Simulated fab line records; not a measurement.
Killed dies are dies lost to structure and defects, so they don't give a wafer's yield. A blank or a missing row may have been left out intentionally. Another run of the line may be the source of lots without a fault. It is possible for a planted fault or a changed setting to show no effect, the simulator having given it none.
What tool caused it? | flow n5 finfet | 12 lots with 35 wafers sampled at 4 steps, on a route of 1938 steps

== WHAT EACH GAUGE READ, for each wafer ==
Not one reading of a measure or inspect step in the record can be checked against a usual standard deviation.

== TOOL THAT RAN EACH LOT (tool first, then ch and the chambers of the sampled wafers, then the start) ==
lot  | N5_MOL_CONTACT_COAG_ALD_27        | N5_MIM_BOT_LITHO_DESCUM_10         | N5_PASSIVATION_SPUTTER_20    | N5_PASSIVATION_PROBE_49
L676 | ald sin-03 ch 0,2,3, day 4 21:55  | rie diel-03 ch 0,1,2, day 12 14:41 | pvd sputter-03, day 12 18:36 | prober-02, day 13 00:17
L677 | ald sin-03 ch 0,1,3, day 5 07:46  | rie diel-06 ch 1,2,3, day 13 05:53 | pvd sputter-01, day 13 08:34 | -
L679 | ald sin-03 ch 1,3, day 5 16:40    | rie diel-06 ch 2,3, day 13 10:29   | pvd sputter-03, day 13 15:46 | prober-02, day 13 21:32
L681 | ald sin-03 ch 0,1, day 6 05:53    | rie diel-01 ch 0,1,2, day 13 06:14 | pvd sputter-03, day 13 10:07 | -
L682 | ald sin-03 ch 0,2, day 6 14:26    | rie diel-01 ch 0,2,3, day 14 01:08 | pvd sputter-01, day 14 04:15 | -
L684 | ald sin-03 ch 0,2, day 7 05:48    | rie diel-01 ch 1,3, day 14 09:07   | pvd sputter-03, day 14 12:40 | prober-01, day 14 18:17
L687 | ald sin-04 ch 1,2, day 7 18:43    | rie diel-03 ch 0,1, day 15 03:47   | pvd sputter-01, day 15 06:23 | -
L689 | ald sin-03 ch 0,1,3, day 8 05:25  | rie diel-01 ch 0,3, day 15 19:27   | pvd sputter-01, day 15 22:12 | prober-01, day 16 03:54
L694 | ald sin-04 ch 1,2, day 9 14:36    | rie diel-06 ch 1,2, day 17 05:53   | pvd sputter-03, day 17 10:47 | -
L695 | ald sin-02 ch 0,1,2, day 10 01:08 | rie diel-01 ch 1,2, day 16 16:53   | pvd sputter-02, day 16 20:16 | prober-02, day 17 01:58
L696 | ald sin-04 ch 2,3, day 10 03:46   | rie diel-01 ch 0,1,2, day 17 18:18 | pvd sputter-03, day 17 21:37 | -
L697 | ald sin-04 ch 0,2, day 10 09:59   | rie diel-06 ch 2,3, day 17 23:56   | pvd sputter-03, day 18 04:05 | prober-02, day 18 10:00
- N5_MOL_CONTACT_COAG_ALD_27: deposits SiOC, target thk 17 nm, pulse time 1.5 s, time 2720 s.
- N5_MIM_BOT_LITHO_DESCUM_10: chemistry O2, time 7.9 s.
- N5_PASSIVATION_SPUTTER_20: material TaN, target thk 50 nm.
- N5_PASSIVATION_PROBE_49

== WHAT THE TOOLS THEMSELVES READ (means of the sampled wafers that have a number; where no wafer has one, the mark that the record gives instead) ==
N5_MOL_CONTACT_COAG_ALD_27.
lot  | tool       | heater power w (W) | precursor pulse height rel
L676 | ald sin-03 | 766                | 0.999
L677 | ald sin-03 | 842                | 1.007
L679 | ald sin-03 | 855                | 1.001
L681 | ald sin-03 | 815                | 0.999
L682 | ald sin-03 | 721                | 0.999
L684 | ald sin-03 | 758                | 0.995
L687 | ald sin-04 | 996                | 0.995
L689 | ald sin-03 | 842                | 0.988
L694 | ald sin-04 | 988                | 0.992
L695 | ald sin-02 | 793                | 0.972
L696 | ald sin-04 | 877                | 1.029
L697 | ald sin-04 | 853                | 1.014

N5_MIM_BOT_LITHO_DESCUM_10.
lot  | tool        | chamber pressure mTorr (mTorr) | drypump motor current A (A) | oes product au (a.u.) | rf vpp V (V) | showerhead plenum p Torr (Torr) | temp c (C) | throttle valve pct (%)
L676 | rie diel-03 | 20.002                         | 5.2                         | 0.78                  | 244.0        | 2.12                            | 40.01      | 20.50
L677 | rie diel-06 | 20.016                         | 6.1                         | 0.84                  | 244.8        | 2.15                            | 39.92      | 20.35
L679 | rie diel-06 | 20.010                         | 6.0                         | 0.92                  | 243.4        | 2.10                            | 39.96      | 20.13
L681 | rie diel-01 | 20.007                         | 5.7                         | 0.81                  | 245.3        | 2.19                            | 40.00      | 20.12
L682 | rie diel-01 | 19.985                         | 6.0                         | 0.80                  | 244.6        | 2.16                            | 40.19      | 20.22
L684 | rie diel-01 | 20.002                         | 6.0                         | 0.89                  | 244.1        | 2.18                            | 40.16      | 20.03
L687 | rie diel-03 | 19.976                         | 5.3                         | 0.74                  | 244.1        | 2.12                            | 40.08      | 20.37
L689 | rie diel-01 | 19.996                         | 6.5                         | 0.79                  | 244.1        | 2.14                            | 39.96      | 20.26
L694 | rie diel-06 | 19.986                         | 6.5                         | 0.92                  | 243.0        | 2.11                            | 39.98      | 20.21
L695 | rie diel-01 | 20.013                         | 5.6                         | 0.84                  | 245.1        | 2.20                            | 40.02      | 20.02
L696 | rie diel-01 | 20.003                         | 5.7                         | 0.78                  | 244.5        | 2.17                            | 40.05      | 20.18
L697 | rie diel-06 | 19.997                         | 5.7                         | 0.83                  | 244.4        | 2.16                            | 39.90      | 20.37

N5_PASSIVATION_SPUTTER_20.
lot  | tool           | chamber pressure pa (Pa) | throttle valve pct (%)
L676 | pvd sputter-03 | 0.3999                   | 31.9
L677 | pvd sputter-01 | 0.4001                   | 30.2
L679 | pvd sputter-03 | 0.4000                   | 31.1
L681 | pvd sputter-03 | 0.3996                   | 29.8
L682 | pvd sputter-01 | 0.3993                   | 30.7
L684 | pvd sputter-03 | 0.4003                   | 30.9
L687 | pvd sputter-01 | 0.4012                   | 29.4
L689 | pvd sputter-01 | 0.4008                   | 31.2
L694 | pvd sputter-03 | 0.4002                   | 29.8
L695 | pvd sputter-02 | 0.4001                   | 30.6
L696 | pvd sputter-03 | 0.3990                   | 29.7
L697 | pvd sputter-03 | 0.4001                   | 30.0

N5_PASSIVATION_PROBE_49.
lot  | tool      | defect limited yield (%) | killed_at_M0_to_M3 | killed_at_M4_up | killed at contacts | killed at front end | killed at other | killed dies | killed on rim | killed open | killed short | sort_bin_5_function (%) | sort_bin_6_memory (%) | sort_bin_8_speed (%) | sort n pass | sort yield pct (%)
L676 | prober-02 | 92.5                     | 32                 | 10              | 11                 | 28                  | 5.7             | 88          | 11            | 55          | 32           | 4.0                     | 3.2                   | 0.00                 | 1092        | 92.5
L679 | prober-02 | 91.5                     | 40                 | 15              | 6                  | 36                  | 3.7             | 100         | 13            | 66          | 30           | 4.8                     | 3.3                   | 0.00                 | 1080        | 91.5
L684 | prober-01 | 89.5                     | 51                 | 23              | 9                  | 38                  | 2.3             | 123         | 16            | 75          | 46           | 6.0                     | 3.9                   | 0.00                 | 1057        | 89.5
L689 | prober-01 | 88.8                     | 26                 | 15              | 53                 | 38                  | 0.3             | 133         | 17            | 68          | 26           | 6.9                     | 3.3                   | 0.00                 | 1047        | 88.8
L695 | prober-02 | 90.7                     | 33                 | 10              | 18                 | 45                  | 3.7             | 110         | 14            | 72          | 38           | 5.5                     | 3.4                   | 0.00                 | 1070        | 90.7
L697 | prober-02 | 92.2                     | 36                 | 15              | 6                  | 29                  | 5.7             | 92          | 13            | 59          | 34           | 4.5                     | 3.0                   | 0.00                 | 1088        | 92.2

== THE ANSWER, worked out from the rows above alone ==
Rule: the lots themselves supply what counts as usual. Put in order of their means at a reading, lots are off if they are a third of the lots or fewer, leave a main group of 4 or more, and stand apart from it by a gap of 3 or more times the standard deviation of the main group's means; of several such gaps the widest counts. A main group whose means are all the same, to the digits that the tables above print for the reading, isn't used. A lot without any number at a reading at which 4 lots or more have one is off too. The other lots that the step has rows for count as sound. The gauges are gone through in route order, then the tools' own readings, and for those a lot's mean is taken as printed above. The first step at which some lot is off is used, and at that step the reading that is off furthest; a lot without a number counts as furthest.
Off: L689, at N5_PASSIVATION_PROBE_49 (killed at contacts). Mean 10 and standard deviation 4.4 in the main group. Neither off nor sound, because the step has no rows for them: L677, L681, L682, L687, L694, L696.
A tool fits if, at that step or a process step before it, it ran every lot that is off, and no sound lot after the first of them. Can't be told from this: 3 tools fit, ald sin-03 at N5_MOL_CONTACT_COAG_ALD_27, pvd sputter-01 at N5_PASSIVATION_SPUTTER_20, prober-01 at N5_PASSIVATION_PROBE_49.

== WHAT THE SIMULATOR HAD PUT IN ==
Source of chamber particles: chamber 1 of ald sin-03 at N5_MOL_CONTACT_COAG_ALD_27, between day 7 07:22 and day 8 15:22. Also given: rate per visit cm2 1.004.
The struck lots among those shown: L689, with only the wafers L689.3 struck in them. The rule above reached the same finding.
